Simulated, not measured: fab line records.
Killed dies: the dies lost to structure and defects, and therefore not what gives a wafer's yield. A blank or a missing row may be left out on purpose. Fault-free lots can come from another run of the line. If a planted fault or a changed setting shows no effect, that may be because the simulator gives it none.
Comparing a struck lot with a sound one :: flow n5 finfet :: 14 steps out of a route of 1938
Sound: the wafers L495.2, L495.3, L495.5. The struck wafers were L494.3, L494.4, L494.5. The cause is named last.
For every step that has rows: the tool of each side, followed by ch and its chambers, followed by its first start. Under that, the readings that differ: sound wafers :: struck wafers :: difference of the means :: sigmas: that difference in standard deviations of wafers without a fault.
alike: readings whose means differ by less than 2 such deviations, and words and numbers that are the same on both sides. not compared: withheld readings, readings that some wafer has no value for, bounds like >300 that may hide the same value, and numbers for which the record gives no deviation and whose values overlap.
A row with sigmas, a row that says differs or no value, or rows on one side alone: a step with any of these is where the two part. Numbers that have no deviation but don't overlap get no sigmas and don't part them. Lack of a reading on every wafer of one side parts them only where that side has two or more wafers.

N5_SD_EPI_N_EPI_MEAS_23:
  sound on film metro-02, day 6 16:43; struck on film metro-02, day 6 13:56
  alike: thk nm
then, 3 steps without rows for these wafers: N5_SD_EPI_N_PRECLEAN_24 (cleans in O3/DIW, time 60 s); N5_SD_EPI_N_SRD_25 (time 30 s); N5_SD_EPI_N_PRECLEAN_49 (cleans in NF3:NH3, afs cycles 1, time 20 s, sublimation time 60 s).
N5_SD_EPI_N_LINER_46: material SiNx, target thk 3 nm.
  sound on ald sin-04 ch 0,1,3, day 6 17:01; struck on ald sin-03 ch 0,1, day 6 14:30
  alike: chamber pressure Torr, heater power w, susceptor temp C
N5_SD_EPI_N_INSPECT_26: inspects for defects (darkfield).
  sound on defect inspect-02, day 6 17:16; struck on defect inspect-02, day 6 14:45
  alike: raw defect count
then, 6 steps without rows for these wafers: N5_SD_EPI_P_COAT_34 (time 60 s, resist thk 350 nm); N5_SD_EPI_P_COAT_35 (time 60 s, resist thk 35 nm); N5_SD_EPI_P_COAT_03 (resist thk 150 nm); N5_SD_EPI_P_EBR_05; N5_SD_EPI_P_SOFTBAKE_04 (time 60 s); N5_SD_EPI_P_EXPOSE_06 (exposes mask SD P BLK, target cd 240 nm).
N5_SD_EPI_P_PEB_07: peb time 60 s.
  struck on litho track-04, day 6 14:58; sound on litho track-01 ch 0, day 6 17:36
  no value came back on the struck wafers for chill plate temp C (C), exhaust pa (Pa), peb time s (s), resist line temp C (C); on the sound wafers chill plate temp C (C) reads 23.16 22.97 22.94
then, 1 step without rows for these wafers: N5_SD_EPI_P_DEVELOP_08 (develop time 30 s).

## WHERE THEY PART
At N5_SD_EPI_P_PEB_07 and nowhere else, as far as this record goes.

WHY: what the simulator had put in
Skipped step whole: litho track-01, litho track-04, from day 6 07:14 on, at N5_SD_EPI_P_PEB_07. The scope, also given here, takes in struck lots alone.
